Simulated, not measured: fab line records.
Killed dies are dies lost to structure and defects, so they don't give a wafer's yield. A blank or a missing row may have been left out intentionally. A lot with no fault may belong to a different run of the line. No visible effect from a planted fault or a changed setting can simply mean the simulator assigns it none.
Split-lot trial :: flow n5_finfet :: on a route of 1938 steps: 7 lots, 21 wafers read

== ON THE SPLIT ==
At N5_BEOL_M13_COAT_04 (resist thk 400 nm), the setting spin_rpm was moved away from the recipe's 1625 rpm on 5 of the 21 wafers read, by -5.3% to +8.9%. This setting was run at the recipe's value on the other wafers.

Reading taken at the split's own step.

== THE READING ==
coat_of_BEOL_M13_COAT_04.thk_nm (the simulator's own value, which no gauge read), in nm, at N5_BEOL_M13_COAT_04 (resist thk 400 nm). The file does not state a usual value for it. Across the 16 wafers here that went through the recipe, the average is 400.0 nm and the standard deviation 1.1 nm.

wafer: L078.1
tool, chamber at the split: litho_track-03, 0
spin_rpm as run, rpm: 1625
against the recipe: recipe
coat_of_BEOL_M13_COAT_04.thk_nm, nm: 397.8
against lot-mates on the recipe: -

wafer: L078.2
tool, chamber at the split: litho_track-03, 0
spin_rpm as run, rpm: 1625
against the recipe: recipe
coat_of_BEOL_M13_COAT_04.thk_nm, nm: 398.6
against lot-mates on the recipe: -

wafer: L078.3
tool, chamber at the split: litho_track-03, 0
spin_rpm as run, rpm: 1625
against the recipe: recipe
coat_of_BEOL_M13_COAT_04.thk_nm, nm: 400.2
against lot-mates on the recipe: -

wafer: L074.2
tool, chamber at the split: litho_track-01, 0
spin_rpm as run, rpm: 1625
against the recipe: recipe
coat_of_BEOL_M13_COAT_04.thk_nm, nm: 398.8
against lot-mates on the recipe: -

wafer: L074.6
tool, chamber at the split: litho_track-01, 0
spin_rpm as run, rpm: 1625
against the recipe: recipe
coat_of_BEOL_M13_COAT_04.thk_nm, nm: 398.8
against lot-mates on the recipe: -

wafer: L074.4
tool, chamber at the split: litho_track-01, 0
spin_rpm as run, rpm: 1770
against the recipe: +8.9%
coat_of_BEOL_M13_COAT_04.thk_nm, nm: 383
against lot-mates on the recipe: -15.8

wafer: L080.2
tool, chamber at the split: litho_track-03, 0
spin_rpm as run, rpm: 1550
against the recipe: -4.6%
coat_of_BEOL_M13_COAT_04.thk_nm, nm: 409.4
against lot-mates on the recipe: +9.0

wafer: L080.3
tool, chamber at the split: litho_track-03, 0
spin_rpm as run, rpm: 1625
against the recipe: recipe
coat_of_BEOL_M13_COAT_04.thk_nm, nm: 400.4
against lot-mates on the recipe: -

wafer: L080.6
tool, chamber at the split: litho_track-03, 0
spin_rpm as run, rpm: 1550
against the recipe: -4.6%
coat_of_BEOL_M13_COAT_04.thk_nm, nm: 410.6
against lot-mates on the recipe: +10.2

wafer: L089.1
tool, chamber at the split: litho_track-01, 0
spin_rpm as run, rpm: 1625
against the recipe: recipe
coat_of_BEOL_M13_COAT_04.thk_nm, nm: 401.2
against lot-mates on the recipe: -

wafer: L089.4
tool, chamber at the split: litho_track-01, 0
spin_rpm as run, rpm: 1625
against the recipe: recipe
coat_of_BEOL_M13_COAT_04.thk_nm, nm: 401.2
against lot-mates on the recipe: -

wafer: L089.6
tool, chamber at the split: litho_track-01, 0
spin_rpm as run, rpm: 1625
against the recipe: recipe
coat_of_BEOL_M13_COAT_04.thk_nm, nm: 402.2
against lot-mates on the recipe: -

wafer: L094.1
tool, chamber at the split: litho_track-03, 0
spin_rpm as run, rpm: 1539
against the recipe: -5.3%
coat_of_BEOL_M13_COAT_04.thk_nm, nm: 412.4
against lot-mates on the recipe: +12.2

wafer: L094.3
tool, chamber at the split: litho_track-03, 0
spin_rpm as run, rpm: 1625
against the recipe: recipe
coat_of_BEOL_M13_COAT_04.thk_nm, nm: 400.2
against lot-mates on the recipe: -

wafer: L094.4
tool, chamber at the split: litho_track-03, 0
spin_rpm as run, rpm: 1625
against the recipe: recipe
coat_of_BEOL_M13_COAT_04.thk_nm, nm: 400.2
against lot-mates on the recipe: -

wafer: L093.3
tool, chamber at the split: litho_track-01, 0
spin_rpm as run, rpm: 1673
against the recipe: +3.0%
coat_of_BEOL_M13_COAT_04.thk_nm, nm: 394.2
against lot-mates on the recipe: -6.0

wafer: L093.4
tool, chamber at the split: litho_track-01, 0
spin_rpm as run, rpm: 1625
against the recipe: recipe
coat_of_BEOL_M13_COAT_04.thk_nm, nm: 400.2
against lot-mates on the recipe: -

wafer: L093.6
tool, chamber at the split: litho_track-01, 0
spin_rpm as run, rpm: 1625
against the recipe: recipe
coat_of_BEOL_M13_COAT_04.thk_nm, nm: 400.2
against lot-mates on the recipe: -

wafer: L095.1
tool, chamber at the split: litho_track-05, 0
spin_rpm as run, rpm: 1625
against the recipe: recipe
coat_of_BEOL_M13_COAT_04.thk_nm, nm: 399.2
against lot-mates on the recipe: -

wafer: L095.4
tool, chamber at the split: litho_track-05, 0
spin_rpm as run, rpm: 1625
against the recipe: recipe
coat_of_BEOL_M13_COAT_04.thk_nm, nm: 399.6
against lot-mates on the recipe: -

wafer: L095.5
tool, chamber at the split: litho_track-05, 0
spin_rpm as run, rpm: 1625
against the recipe: recipe
coat_of_BEOL_M13_COAT_04.thk_nm, nm: 400.8
against lot-mates on the recipe: -

THE FIT
A straight line over all 21 wafers: coat_of_BEOL_M13_COAT_04.thk_nm changes by -2.05 nm for each +1% of spin_rpm; r = -0.98; the points scatter about the line by 1.1 nm.
The same after taking each lot's own level away (the mean of its wafers on the recipe; 21 wafers): -1.96 nm for each +1%; r = -0.99; scatter 0.78 nm.
That fit puts the effect of the largest move of spin_rpm on the reading at 17 nm.
Across the lots, their own levels run from 398.80 to 401.53 nm, a range of 2.5 times the standard deviation given above.
Consequently the slope shifts little with the lot-to-lot level, the two slopes agreeing.
Check: for one of the wafers moved furthest among these (+8.9%), held out of the fit, the line's prediction against its lot-mates is -19.2 nm. Against them it came out at -15.8 nm.

== OTHER SPLITS ON THESE WAFERS ==
Note: prior to the reading, these wafers also went through further splits. Each is held against what the fit with the lots' levels taken away leaves over:
other split on the same wafers: N5_BEOL_M9_COAT_05 spin_rpm
wafers away from the commonest value: 8
r with coat_of_BEOL_M13_COAT_04.thk_nm (lot level and that fit taken away): -0.37

other split on the same wafers: N5_BEOL_M11_COAT_05 spin_rpm
wafers away from the commonest value: 4
r with coat_of_BEOL_M13_COAT_04.thk_nm (lot level and that fit taken away): -0.12

other split on the same wafers: N5_BEOL_M11_ETCH_41 time_s
wafers away from the commonest value: 8
r with coat_of_BEOL_M13_COAT_04.thk_nm (lot level and that fit taken away): +0.00

== FILE'S OWN FIT ==
coat_of_BEOL_M13_COAT_04.thk_nm changes by -1.94 nm for each +1% of spin_rpm, r = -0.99.
